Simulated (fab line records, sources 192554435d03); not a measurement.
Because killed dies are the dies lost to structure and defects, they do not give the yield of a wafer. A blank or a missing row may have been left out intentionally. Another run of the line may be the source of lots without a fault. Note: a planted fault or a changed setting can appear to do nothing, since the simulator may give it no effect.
Matching of chambers | flow n5 finfet | 4 sister chambers for N5_BEOL_M13_ETCH_68 on rie diel-04
The step etches SOC in N2/H2, time 355 s. 8 wafers are shown with their chamber, then 12 later ones without.

## EACH WAFER AND ITS CHAMBER
wafer  | chamber | drypump motor current A (A) | throttle valve pct (%)
L089.4 | 1       | 5.6                         | 18.04
L090.6 | 2       | 6.4                         | 18.17
L093.1 | 2       | 6.5                         | 18.19
L093.2 | 1       | 5.6                         | 18.04
L093.3 | 3       | 5.4                         | 17.35
L093.4 | 0       | 6.5                         | 17.73
L093.5 | 3       | 5.4                         | 17.38
L093.6 | 0       | 6.5                         | 17.72

## WAFERS WITHOUT THEIR CHAMBER
wafer  | drypump motor current A (A) | throttle valve pct (%)
L092.2 | 5.4                         | 17.36
L092.3 | 6.4                         | 18.19
L092.4 | 5.6                         | 18.04
L095.4 | 6.4                         | 18.19
L095.5 | 5.6                         | 18.04
L095.6 | 6.5                         | 17.73
L096.2 | 5.6                         | 18.06
L096.3 | 6.5                         | 17.75
L096.6 | 6.5                         | 17.75
L097.1 | 5.5                         | 18.04
L097.3 | 6.5                         | 17.75
L097.4 | 6.5                         | 18.21

## CHAMBER TAKEN BY EACH
wafer  | from the rows above | in truth
L092.2 | 3                   | 3
L092.3 | 2                   | 2
L092.4 | 1                   | 1
L095.4 | 2                   | 2
L095.5 | 1                   | 1
L095.6 | 0                   | 0
L096.2 | 1                   | 1
L096.3 | 0                   | 0
L096.6 | 0                   | 0
L097.1 | 1                   | 1
L097.3 | 0                   | 0
L097.4 | 2                   | 2
Correctly placed: 12 of 12. Left unplaced by these rows: 0. Placed wrongly: 0.
How it was worked out, from the rows above alone: a wafer's distance from a chamber is the root of the sum, over the readings, of the square of ((its reading less the chamber's mean) divided by the reading's scatter). The wafer belongs to the nearest chamber; if the next one is less than 2 further off, it can't be placed. For every chamber, the mean is computed from those of its wafers that are shown. The scatter: take each reading less its chamber's mean, square it, sum over the shown wafers, divide by the number of wafers less the number of chambers, and take the root.
